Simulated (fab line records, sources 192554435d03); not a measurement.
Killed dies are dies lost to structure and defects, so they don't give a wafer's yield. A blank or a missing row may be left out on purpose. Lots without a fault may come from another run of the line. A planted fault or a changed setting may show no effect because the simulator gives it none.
fab line records | flow n5_finfet
record lots=7 wafers=21
route steps=1938 shown BEOL_M12@1617 BEOL_M13@1685 BEOL_M14@1719 BEOL_M15@1797 MIM_BOT_LITHO@1858
start_h: hours from the record's first day to the start of the lot's first wafer shown | wait_h: hours since the lot's step before | " the same as in the row above | L1.1+2: a row that stands for several wafers | - no value, or no start given | * or withheld: withheld | < > ~ a bound
route shown NAME@n: a module of which the file shows steps, and the number in the route of the first | usual: mean/standard deviation of fault-free wafers | same: alike in all rows | chamber/n: place in a boat | sites: the reading at each site | _std_site: their standard deviation | _edge_site: outer sites' mean less inner sites' | radius_mm: how far each site lies from the wafer's centre | mask NAME#n: copy n | behind: the tool/chamber that last shaped the wafer | hold: why the lot was held/for how many hours/how that ended | device: the transistor (n, p or np) that didn't switch | end of line: the same wafers' tests at the end of the route | a step without rows: its recipe alone | killed: dies lost to structure and defects at the first sort, not the wafer's yield | map: a wafer's dies, x killed, . not, _ none there
set.NAME: the setting as run; set.NAME@STEP: as run at that earlier step | model.NAME: the simulator's own value behind a step, which no gauge read
lots whose settings were changed on purpose; a table a step, a row a wafer
## steps
# step N5_BEOL_M12_VIA_ETCH_16
# recipe chemistry=C4F8/O2/Ar target=SiOC pressure_mtorr=30 source_w=3000 bias_w=700 Ar_flow_sccm=400 C4F8_flow_sccm=15 O2_flow_sccm=8 he_inner_torr=15 he_outer_torr=30 target_depth_a=7248 time_s=withheld ion_energy_ev=250 ends=cleared
# columns lot.wafer tool chamber start_h wait_h set.target_depth_a set.spin_rpm@BEOL_M12_COAT_04 model.coat_of_BEOL_M12_COAT_04.thk_nm
L078.1 rie_diel-01 3 248.65 0.0 7248 1625 125
L078.2 " 0 " " 8081 1798 106.4
L078.6 " 1 " " 7248 1625 117.6
L079.1 rie_diel-03 3 258.22 0.0 7248 1729 110.2
L079.3 " 1 " " 7248 1625 127
L079.5 " 1 " " 7248 1625 120.2
L080.2 rie_diel-06 0 267.62 0.0 7944 1625 122.8
L080.3 " 2 " " 7248 1625 122.4
L080.4 " 3 " " 7248 1713 110
L082.2 rie_diel-01 2 280.25 0.0 7248 1625 123.2
L082.5 " 2 " " 7248 1625 122.8
L082.6 " 1 " " 7248 1625 121.8
L084.4 rie_diel-03 1 302.20 0.0 6921 1625 125.6
L084.5 " 2 " " 7248 1625 127.6
L084.6 " 3 " " 7248 1625 125
L093.1 rie_diel-06 2 344.30 0.0 7963 1578 128
L093.3 " 1 " " 7963 1625 121
L093.4 " 0 " " 7248 1625 119.8
L097.1 rie_diel-01 2 394.51 0.0 7248 1625 124.4
L097.3 " 3 " " 7248 1625 126
L097.6 " 3 " " 7248 1625 124.6
# step N5_BEOL_M12_STRIP_63
# recipe chemistry=N2/H2 power_w=1000 temp_c=250 h2_frac=0.65 overash_fraction=0.3 pressure_mtorr=1000 n2_flow_sccm=1750 h2_flow_sccm=3250
# usual strip_time_to_endpoint_s=42.6/0.93
# columns lot.wafer tool chamber start_h wait_h set.spin_rpm@BEOL_M12_COAT_04 strip_time_to_endpoint_s
L078.1 plasma_asher-01 1 248.85 - 1625 43.0
L078.2 " 0 " " 1798 38.0
L078.6 " 0 " " 1625 41.1
L079.1 plasma_asher-01 1 258.69 - 1729 39.0
L079.3 " 0 " " 1625 43.6
L079.5 " 1 " " 1625 41.7
L080.2 plasma_asher-01 1 267.82 - 1625 42.4
L080.3 " 0 " " 1625 42.3
L080.4 " 1 " " 1713 39.0
L082.2 plasma_asher-01 0 280.46 - 1625 42.5
L082.5 " 0 " " 1625 42.4
L082.6 " 1 " " 1625 42.2
L084.4 plasma_asher-01 1 302.42 - 1625 43.1
L084.5 " 1 " " 1625 43.7
L084.6 " 0 " " 1625 43.0
L093.1 plasma_asher-01 0 344.50 - 1578 43.8
L093.3 " 0 " " 1625 41.9
L093.4 " 1 " " 1625 41.6
L097.1 plasma_asher-02 1 394.71 - 1625 42.9
L097.3 " 0 " " 1625 43.3
L097.6 " 1 " " 1625 42.9
# step N5_BEOL_M13_EXPOSE_25
# recipe mask_id=M13 na=0.93 source_shape=conventional sigma_outer=0.4 polarization=unpolarized target_cd_nm=210 dose_mj=22
# columns lot.wafer tool chamber start_h wait_h mask set.dose_mj
L078.1 krf_scanner-02 0 254.45 - M13#0 20.37
L078.2+6 " 0 " " M13#0 22
L079.1+3+5 krf_scanner-02 0 266.67 - M13#0 22
L080.2+3+4 krf_scanner-01 0 274.02 - M13#0 22
L082.2+5+6 krf_scanner-01 0 285.59 - M13#0 22
L084.4+5+6 krf_scanner-02 0 311.18 - M13#0 22
L093.1+4 krf_scanner-01 0 351.32 - M13#0 21.13
L093.3 " 0 " " M13#0 22
L097.1+3+6 krf_scanner-01 0 400.21 - M13#0 22
# step N5_BEOL_M13_PEB_26
# recipe peb_temp_c=130 peb_time_s=90
# step N5_BEOL_M13_DEVELOP_27
# recipe develop_time_s=45 rinse_liquid=diw dry=air_spin dev_temp_c=21
# step N5_BEOL_M13_DESCUM_33
# recipe chemistry=O2 time_s=7.9 source_power_w=50 bias_power_w=20 pressure_mtorr=20 rf_frequency_hz=2.712e+07 temp_c=40 o2_flow_sccm=225
# columns lot.wafer tool chamber start_h wait_h set.dose_mj@BEOL_M13_EXPOSE_25 model.BEOL_M13.cd_nm
L078.1 rie_diel-02 0 254.71 0.0 20.37 200.8
L078.2 " 2 " " 22 209.4
L078.6 " 2 " " 22 209.2
L079.1+3 rie_diel-04 0,3 266.93 0.0 22 210
L079.5 " 0 " " 22 208.2
L080.2 rie_diel-02 3 274.31 0.1 22 210.2
L080.3 " 0 " " 22 207.4
L080.4 " 1 " " 22 208.6
L082.2 rie_diel-04 0 285.94 0.1 22 210
L082.5 " 2 " " 22 211.6
L082.6 " 1 " " 22 209.6
L084.4 rie_diel-05 2 311.43 0.0 22 208.6
L084.5 " 1 " " 22 208.2
L084.6 " 2 " " 22 210.2
L093.1 rie_diel-04 0 351.76 0.2 21.13 207.2
L093.3 " 1 " " 22 210.2
L093.4 " 2 " " 21.13 206.4
L097.1 rie_diel-02 3 400.54 0.1 22 207.6
L097.3 " 2 " " 22 210.8
L097.6 " 1 " " 22 210.2
# step N5_BEOL_M14_COAT_04
# recipe spin_rpm=1704 resist_thk_nm=800
# columns lot.wafer tool chamber start_h wait_h set.spin_rpm model.coat_of_BEOL_M14_COAT_04.thk_nm
L078.1 litho_track-05 0 - - 1704 802.6
L078.2 " 0 " " 1704 800.2
L078.6 " 0 " " 1704 797.4
L079.1 litho_track-04 0 - - 1704 799.6
L079.3 " 0 " " 1704 798.8
L079.5 " 0 " " 1594 826.6
L080.2 litho_track-02 0 - - 1704 795.4
L080.3 " 0 " " 1704 797.8
L080.4 " 0 " " 1816 771.8
L082.2 litho_track-02 0 - - 1704 798
L082.5 " 0 " " 1704 795.8
L082.6 " 0 " " 1704 796.6
L084.4 litho_track-02 0 - - 1704 798
L084.5 " 0 " " 1704 796.8
L084.6 " 0 " " 1704 797.4
L093.1 litho_track-02 0 - - 1640 814.6
L093.3 " 0 " " 1640 815.8
L093.4 " 0 " " 1704 798.2
L097.1 litho_track-04 0 - - 1704 804.2
L097.3 " 0 " " 1704 800.6
L097.6 " 0 " " 1704 801.6
# step N5_BEOL_M14_EBR_06
# recipe solvent=PGMEA ebr_width_mm=1.5
# step N5_BEOL_M14_SOFTBAKE_05
# recipe temp_c=130 time_s=60
# step N5_BEOL_M14_DESCUM_15
# recipe chemistry=O2 time_s=7.9 source_power_w=50 bias_power_w=20 pressure_mtorr=20 rf_frequency_hz=2.712e+07 temp_c=40 o2_flow_sccm=225
# step N5_BEOL_M14_ETCH_59
# recipe chemistry=N2/H2 target=BARC target_depth_a=890 overetch_a=267 time_s=67.9 ion_energy_ev=200 pressure_mtorr=30 source_w=840 bias_w=150 n2_flow_sccm=200 h2_flow_sccm=200
# columns lot.wafer tool chamber start_h wait_h set.spin_rpm@BEOL_M14_COAT_04 model.coat_of_BEOL_M14_COAT_04.thk_nm
L078.1 rie_diel-06 1 265.53 0.0 1704 720.6
L078.2 " 0 " " 1704 716.6
L078.6 " 1 " " 1704 715.8
L079.1 rie_diel-06 3 272.68 0.0 1704 717.4
L079.3 " 0 " " 1704 714.6
L079.5 " 2 " " 1594 743
L080.2 rie_diel-06 3 279.87 0.0 1704 712.4
L080.3 " 2 " " 1704 713
L080.4 " 0 " " 1816 687.2
L082.2 rie_diel-01 1 289.91 0.0 1704 715.4
L082.5 " 1 " " 1704 713
L082.6 " 0 " " 1704 713.8
L084.4 rie_diel-03 1 315.93 0.0 1704 717.8
L084.5 " 0 " " 1704 716.2
L084.6 " 3 " " 1704 717
L093.1 rie_diel-01 0 356.44 0.0 1640 731.4
L093.3 " 3 " " 1640 734.8
L093.4 " 1 " " 1704 714.8
L097.1 rie_diel-01 0 404.09 0.0 1704 721
L097.3 " 1 " " 1704 717.4
L097.6 " 2 " " 1704 719.4
# step N5_BEOL_M14_VIA_ETCH_16
# recipe chemistry=C4F8/O2/Ar target=SiO2 he_inner_torr=15 he_outer_torr=30 target_depth_a=12313 time_s=withheld ion_energy_ev=800 pressure_mtorr=20 source_w=1905 bias_w=2040 Ar_flow_sccm=400 C4F8_flow_sccm=16 O2_flow_sccm=12 ends=cleared
# columns lot.wafer tool chamber start_h wait_h set.spin_rpm@BEOL_M14_COAT_04 model.coat_of_BEOL_M14_COAT_04.thk_nm
L078.1 rie_diel-06 1 265.58 0.0 1704 462.8
L078.2 " 0 " " 1704 460
L078.6 " 1 " " 1704 455.2
L079.1 rie_diel-06 3 272.74 0.0 1704 452.8
L079.3 " 0 " " 1704 461.6
L079.5 " 2 " " 1594 478
L080.2 rie_diel-06 3 279.92 0.0 1704 446.4
L080.3 " 2 " " 1704 452.4
L080.4 " 0 " " 1816 426.8
L082.2 rie_diel-01 1 289.96 0.0 1704 445
L082.5 " 1 " " 1704 442.2
L082.6 " 0 " " 1704 438.4
L084.4 rie_diel-03 1 316.05 0.1 1704 453.4
L084.5 " 0 " " 1704 443.8
L084.6 " 3 " " 1704 456.2
L093.1 rie_diel-01 0 356.49 0.0 1640 470.4
L093.3 " 3 " " 1640 470.6
L093.4 " 1 " " 1704 442.2
L097.1 rie_diel-01 0 404.14 0.0 1704 460.8
L097.3 " 1 " " 1704 455.6
L097.6 " 2 " " 1704 453.4
# step N5_BEOL_M15_COAT_22
# recipe spin_rpm=1704 resist_thk_nm=800
# columns lot.wafer tool chamber start_h wait_h set.spin_rpm model.coat_of_BEOL_M15_COAT_22.thk_nm
L078.1 litho_track-01 0 - - 1704 799.6
L078.2 " 0 " " 1570 832
L078.6 " 0 " " 1704 798
L079.1 litho_track-03 0 - - 1544 843.8
L079.3 " 0 " " 1704 799.6
L079.5 " 0 " " 1544 841.4
L080.2 litho_track-01 0 - - 1704 801.2
L080.3 " 0 " " 1824 771.4
L080.4 " 0 " " 1704 798.6
L082.2 litho_track-03 0 - - 1779 783.2
L082.5 " 0 " " 1704 800.6
L082.6 " 0 " " 1779 784.6
L084.4 litho_track-03 0 - - 1863 765.4
L084.5 " 0 " " 1704 801.8
L084.6 " 0 " " 1863 767.6
L093.1 litho_track-03 0 - - 1704 801.8
L093.3 " 0 " " 1839 772.6
L093.4 " 0 " " 1704 800.6
L097.1 litho_track-03 0 - - 1704 803
L097.3 " 0 " " 1704 802.8
L097.6 " 0 " " 1704 803.2
# step N5_BEOL_M15_EXPOSE_25
# recipe mask_id=M15 na=0.8 source_shape=annular sigma_inner=0.5 sigma_outer=0.8 polarization=unpolarized target_cd_nm=400 dose_mj=35.5
# columns lot.wafer tool chamber start_h wait_h mask set.dose_mj
L078.1+2 krf_scanner-01 0 274.21 - M15#0 35.5
L078.6 " 0 " " M15#0 33.32
L079.1+3 krf_scanner-02 0 278.63 - M15#0 35.5
L079.5 " 0 " " M15#0 37.52
L080.2+3 krf_scanner-01 0 285.79 - M15#0 35.5
L080.4 " 0 " " M15#0 33.57
L082.2+5+6 krf_scanner-01 0 297.42 - M15#0 35.5
L084.4+6 krf_scanner-01 0 322.47 - M15#0 34.76
L084.5 " 0 " " M15#0 35.5
L093.1+3+4 krf_scanner-02 0 361.89 - M15#0 35.5
L097.1+3+6 krf_scanner-01 0 410.20 - M15#0 35.5
# step N5_BEOL_M15_PEB_26
# recipe peb_temp_c=130 peb_time_s=90
# step N5_BEOL_M15_DEVELOP_27
# recipe develop_time_s=45 rinse_liquid=diw dry=air_spin dev_temp_c=21
# columns lot.wafer tool chamber start_h wait_h set.spin_rpm@BEOL_M15_COAT_22 model.coat_of_BEOL_M15_COAT_22.thk_nm
L078.1 litho_track-03 0 - - 1704 785.4
L078.2 " 0 " " 1570 817.8
L078.6 " 0 " " 1704 783.8
L079.1 litho_track-01 0 - - 1544 829.6
L079.3 " 0 " " 1704 785.4
L079.5 " 0 " " 1544 827.2
L080.2 litho_track-01 0 - - 1704 787
L080.3 " 0 " " 1824 757.2
L080.4 " 0 " " 1704 784.4
L082.2 litho_track-05 0 - - 1779 769
L082.5 " 0 " " 1704 786.4
L082.6 " 0 " " 1779 770.4
L084.4 litho_track-03 0 - - 1863 751
L084.5 " 0 " " 1704 787.6
L084.6 " 0 " " 1863 753.4
L093.1 litho_track-03 0 - - 1704 787.6
L093.3 " 0 " " 1839 758.4
L093.4 " 0 " " 1704 786.4
L097.1+6 litho_track-03 0 - - 1704 788.8
L097.3 " 0 " " 1704 788.6
# step N5_BEOL_M15_HARDBAKE_32
# recipe temp_c=130 time_s=120
# step N5_BEOL_M15_CD_MEAS_28
# recipe target_cd_nm=407.6 landing_energy_ev=500 detector=se_inlens
# usual cd_nm=408.5/1.8
# columns lot.wafer tool chamber start_h wait_h set.dose_mj@BEOL_M15_EXPOSE_25 cd_nm
L078.1 cd_sem-01 0 274.38 - 35.5 410.2
L078.2 " 0 " " 35.5 409.5
L078.6 " 0 " " 33.32 402.1
L079.1 cd_sem-01 0 278.80 - 35.5 405.5
L079.3 " 0 " " 35.5 409.7
L079.5 " 0 " " 37.52 413.3
L080.2 cd_sem-01 0 285.96 - 35.5 409.9
L080.3 " 0 " " 35.5 412.8
L080.4 " 0 " " 33.57 400.5
L082.2 cd_sem-01 0 297.59 - 35.5 409.3
L082.5 " 0 " " 35.5 408.7
L082.6 " 0 " " 35.5 407.9
L084.4 cd_sem-01 0 322.63 - 34.76 408.9
L084.5 " 0 " " 35.5 410.2
L084.6 " 0 " " 34.76 405.9
L093.1 cd_sem-01 0 362.06 - 35.5 407.8
L093.3 " 0 " " 35.5 409.1
L093.4 " 0 " " 35.5 405.1
L097.1 cd_sem-02 0 410.37 - 35.5 410.0
L097.3 " 0 " " 35.5 409.7
L097.6 " 0 " " 35.5 407.5
# step N5_BEOL_M15_DESCUM_33
# recipe chemistry=O2 time_s=7.9 source_power_w=50 bias_power_w=20 pressure_mtorr=20 rf_frequency_hz=2.712e+07 temp_c=40 o2_flow_sccm=225
# columns lot.wafer tool chamber start_h wait_h set.dose_mj@BEOL_M15_EXPOSE_25 model.BEOL_M15.cd_nm
L078.1 rie_diel-04 3 274.91 0.5 35.5 410.4
L078.2 " 2 " " 35.5 409
L078.6 " 1 " " 33.32 402
L079.1 rie_diel-04 0 278.89 0.0 35.5 405.2
L079.3 " 2 " " 35.5 409.6
L079.5 " 2 " " 37.52 413.2
L080.2 rie_diel-05 1 286.22 0.2 35.5 410.2
L080.3 " 3 " " 35.5 413
L080.4 " 3 " " 33.57 400.6
L082.2 rie_diel-02 1 297.67 0.0 35.5 409.2
L082.5 " 1 " " 35.5 408.2
L082.6 " 2 " " 35.5 407.8
L084.4 rie_diel-05 2 322.81 0.1 34.76 409.2
L084.5 " 1 " " 35.5 410.2
L084.6 " 2 " " 34.76 405.6
L093.1 rie_diel-04 1 362.15 0.0 35.5 407.8
L093.3 " 3 " " 35.5 408.8
L093.4 " 0 " " 35.5 405
L097.1 rie_diel-05 1 410.47 0.0 35.5 410.4
L097.3 " 2 " " 35.5 409.6
L097.6 " 1 " " 35.5 408.2
# step N5_BEOL_M15_ETCH_61
# recipe chemistry=N2/H2 target=BARC target_depth_a=890 overetch_a=267 time_s=67.9 ion_energy_ev=200 pressure_mtorr=30 source_w=840 bias_w=150 n2_flow_sccm=200 h2_flow_sccm=200
# step N5_BEOL_M15_TRENCH_ETCH_34
# recipe chemistry=C4F8/O2/Ar target=SiO2 target_depth_a=8729.3 he_inner_torr=15 he_outer_torr=30 time_s=199 ion_energy_ev=800 pressure_mtorr=20 source_w=1905 bias_w=2040 Ar_flow_sccm=400 C4F8_flow_sccm=16 O2_flow_sccm=12
# columns lot.wafer tool chamber start_h wait_h set.spin_rpm@BEOL_M15_COAT_22 model.coat_of_BEOL_M15_COAT_22.thk_nm
L078.1 rie_diel-04 3 274.99 0.0 1704 545
L078.2 " 2 " " 1570 569.8
L078.6 " 1 " " 1704 553.8
L079.1 rie_diel-04 0 278.98 0.0 1544 584
L079.3 " 2 " " 1704 535.8
L079.5 " 2 " " 1544 577.6
L080.2 rie_diel-05 1 286.30 0.0 1704 547.6
L080.3 " 3 " " 1824 517
L080.4 " 3 " " 1704 545.2
L082.2 rie_diel-02 1 297.76 0.0 1779 524.8
L082.5 " 1 " " 1704 541.2
L082.6 " 2 " " 1779 523.2
L084.4 rie_diel-05 2 322.90 0.0 1863 509.6
L084.5 " 1 " " 1704 544.6
L084.6 " 2 " " 1863 512.8
L093.1 rie_diel-04 1 362.23 0.0 1704 556.2
L093.3 " 3 " " 1839 515
L093.4 " 0 " " 1704 542.8
L097.1 rie_diel-05 1 410.56 0.0 1704 549
L097.3 " 2 " " 1704 547.6
L097.6 " 1 " " 1704 549.2
# step N5_MIM_BOT_LITHO_EXPOSE_05
# recipe mask_id=MIM_BOT na=0.55 source_shape=conventional sigma_outer=0.8 polarization=unpolarized dose_mj=24.25
# columns lot.wafer tool chamber start_h wait_h mask set.dose_mj
L078.1+2 krf_scanner-01 0 283.44 - MIM_BOT#0 22.69
L078.6 " 0 " " MIM_BOT#0 24.25
L079.1 krf_scanner-02 0 288.45 - MIM_BOT#0 24.75
L079.3+5 " 0 " " MIM_BOT#0 24.25
L080.2+3+4 krf_scanner-01 0 294.97 - MIM_BOT#0 25.73
L082.2+6 krf_scanner-02 0 305.63 - MIM_BOT#0 23.47
L082.5 " 0 " " MIM_BOT#0 24.25
L084.4 krf_scanner-02 0 332.42 - MIM_BOT#0 25.44
L084.5+6 " 0 " " MIM_BOT#0 24.25
L093.1 krf_scanner-01 0 371.33 - MIM_BOT#0 24.25
L093.3+4 " 0 " " MIM_BOT#0 25.42
L097.1+3+6 krf_scanner-01 0 417.75 - MIM_BOT#0 24.25
# step N5_MIM_BOT_LITHO_PEB_06
# recipe peb_temp_c=withheld peb_time_s=*
# step N5_MIM_BOT_LITHO_DEVELOP_07
# recipe develop_time_s=60 rinse_liquid=diw dry=air_spin dev_temp_c=21
# step N5_MIM_BOT_LITHO_HARDBAKE_09
# recipe temp_c=130 time_s=120
# step N5_MIM_BOT_LITHO_CD_MEAS_08
# recipe target_cd_nm=3000 landing_energy_ev=500 detector=se_inlens polarity=opening
# usual cd_nm=3000.1/2
# columns lot.wafer tool chamber start_h wait_h set.dose_mj@MIM_BOT_LITHO_EXPOSE_05 cd_nm
L078.1 cd_sem-01 0 283.61 - 22.69 2988.5
L078.2 " 0 " " 22.69 2990.8
L078.6 " 0 " " 24.25 3004.8
L079.1 cd_sem-02 0 288.62 - 24.75 3004.9
L079.3 " 0 " " 24.25 2998.6
L079.5 " 0 " " 24.25 3000.6
L080.2 cd_sem-02 0 295.14 - 25.73 3005.8
L080.3 " 0 " " 25.73 3006.0
L080.4 " 0 " " 25.73 3007.5
L082.2 cd_sem-02 0 305.80 - 23.47 2992.6
L082.5 " 0 " " 24.25 2997.4
L082.6 " 0 " " 23.47 2990.9
L084.4 cd_sem-02 0 332.58 - 25.44 3008.9
L084.5 " 0 " " 24.25 3001.4
L084.6 " 0 " " 24.25 3002.8
L093.1 cd_sem-02 0 371.50 - 24.25 3002.5
L093.3 " 0 " " 25.42 3013.3
L093.4 " 0 " " 25.42 3009.6
L097.1 cd_sem-03 0 417.93 - 24.25 2999.4
L097.3 " 0 " " 24.25 2999.6
L097.6 " 0 " " 24.25 3001.6
## key
split step=N5_BEOL_M12_VIA_ETCH_16 setting=target_depth_a stated=7248 by=wafer
response none clear
split step=N5_BEOL_M13_EXPOSE_25 setting=dose_mj stated=22 by=wafer
response step=N5_BEOL_M13_DESCUM_33 reading=model.BEOL_M13.cd_nm change=+1.08 per=1% r=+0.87
split step=N5_BEOL_M14_COAT_04 setting=spin_rpm stated=1704 by=wafer
response step=N5_BEOL_M14_COAT_04 reading=model.coat_of_BEOL_M14_COAT_04.thk_nm change=-4.08 per=1% r=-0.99
response step=N5_BEOL_M14_ETCH_59 reading=model.coat_of_BEOL_M14_COAT_04.thk_nm change=-4.15 per=1% r=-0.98
response step=N5_BEOL_M14_VIA_ETCH_16 reading=model.coat_of_BEOL_M14_COAT_04.thk_nm change=-3.93 per=1% r=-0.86
split step=N5_BEOL_M15_COAT_22 setting=spin_rpm stated=1704 by=wafer
response step=N5_BEOL_M15_COAT_22 reading=model.coat_of_BEOL_M15_COAT_22.thk_nm change=-4.05 per=1% r=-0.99
response step=N5_BEOL_M15_DEVELOP_27 reading=model.coat_of_BEOL_M15_COAT_22.thk_nm change=-4.06 per=1% r=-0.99
response step=N5_BEOL_M15_TRENCH_ETCH_34 reading=model.coat_of_BEOL_M15_COAT_22.thk_nm change=-3.93 per=1% r=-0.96
split step=N5_BEOL_M15_EXPOSE_25 setting=dose_mj stated=35.5 by=wafer
response step=N5_BEOL_M15_CD_MEAS_28 reading=cd_nm change=+1.39 per=1% r=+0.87
response step=N5_BEOL_M15_DESCUM_33 reading=model.BEOL_M15.cd_nm change=+1.4 per=1% r=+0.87
split step=N5_MIM_BOT_LITHO_EXPOSE_05 setting=dose_mj stated=24.25 by=wafer
response step=N5_MIM_BOT_LITHO_CD_MEAS_08 reading=cd_nm change=+1.97 per=1% r=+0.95
split outside_this_file step=N5_BEOL_M12_COAT_04 setting=spin_rpm
# split outside_this_file: this setting was split too, and the file shows its column; the key of that split is in another file
